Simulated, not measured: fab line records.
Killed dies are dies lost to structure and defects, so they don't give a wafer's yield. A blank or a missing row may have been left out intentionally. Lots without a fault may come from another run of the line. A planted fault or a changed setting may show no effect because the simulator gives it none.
A lot that was struck, set against a sound lot :: flow nand_harc :: 13 out of 1159 route steps
Sound: the wafers L526.2, L526.3, L526.6. The struck wafers were L533.3, L533.4, L533.5. The cause comes at the end.
Per side, at each step with rows, come the tool, then ch with its chambers, and then its first start. Under that, the readings that differ: sound wafers :: struck wafers :: difference of the means :: sigmas: that difference in standard deviations of wafers without a fault.
alike: readings with means less than 2 such deviations apart, plus words and numbers identical on both sides. not compared: withheld readings, readings lacking a value on some wafer, bounds such as >300 that could conceal the same value, and numbers that have no deviation in the record and whose values overlap.
The two part at a step that has a row with sigmas, a row that says differs or no value, or rows on one side only. When numbers do not overlap yet have no deviation, they are printed without sigmas and do not part them. Lack of a reading on every wafer of one side parts them only where that side has two or more wafers.

first, 1 step without rows for these wafers: NHARC_A_CONTACT_STRIP_27 (strips in post etch residue remover, time 600 s).
NHARC_A_CONTACT_ALD_18: deposits TiN, target thk 3 nm, pulse time 1 s, ald cycles 150.
  sound on ald_metal-02 ch 0,3, day 19 15:02; struck on ald_metal-03 ch 0,3, day 21 14:01
  alike: heater_power_w, precursor_pulse_height_rel
NHARC_A_CONTACT_CVD_19: deposits W, target thk 300 nm, time 802 s.
  sound on cvd_w-01 ch 0,1; struck on cvd_w-02 ch 0,1
  alike: heater_power_w, throttle_valve_pct
NHARC_A_CONTACT_CMP_20: polishes, t overpolish 30 s, target thk 300 nm.
  sound on cmp-03 ch 0,1,3, day 19 16:07; struck on cmp-03 ch 1,2, day 21 19:35
  alike: motor_current_A, overpolish_run_s, slurry_flow_ml_min, time_to_endpoint_s
next, for these wafers, 1 step has no rows: NHARC_A_CONTACT_SRD_22.
NHARC_A_CONTACT_INSPECT_23:
  sound on defect_inspect-01 at day 19 16:32; struck on defect_inspect-01 at day 21 19:59
  alike: raw_defect_count
then, 5 steps without rows for these wafers: NHARC_A_BLC_DEHYDRATE_00 (time 120 s); NHARC_A_BLC_HMDS_01 (time 30 s); NHARC_A_BLC_COAT_02 (time 75 s); NHARC_A_BLC_COAT_03 (time 65 s); NHARC_A_BLC_COAT_04 (resist thk 90 nm).
NHARC_A_BLC_SOFTBAKE_05: time 55 s.
  sound on litho_track-06 ch 0, day 19 16:00; struck on litho_track-04 ch 0, day 21 20:00
reading: heater_power_total_W (W)
sound: 188.24 188.36 188.34
struck: 181.86 182.29 181.99
difference: -6.27
sigmas: -45
next, for these wafers, 1 step has no rows: NHARC_A_BLC_EBR_06.

WHERE THEY PART
At NHARC_A_BLC_SOFTBAKE_05 and nowhere else, as far as this record goes.

WHY: what had been put in by the simulator
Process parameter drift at NHARC_A_BLC_SOFTBAKE_05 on litho_track-04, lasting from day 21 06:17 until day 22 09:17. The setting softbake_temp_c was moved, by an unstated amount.
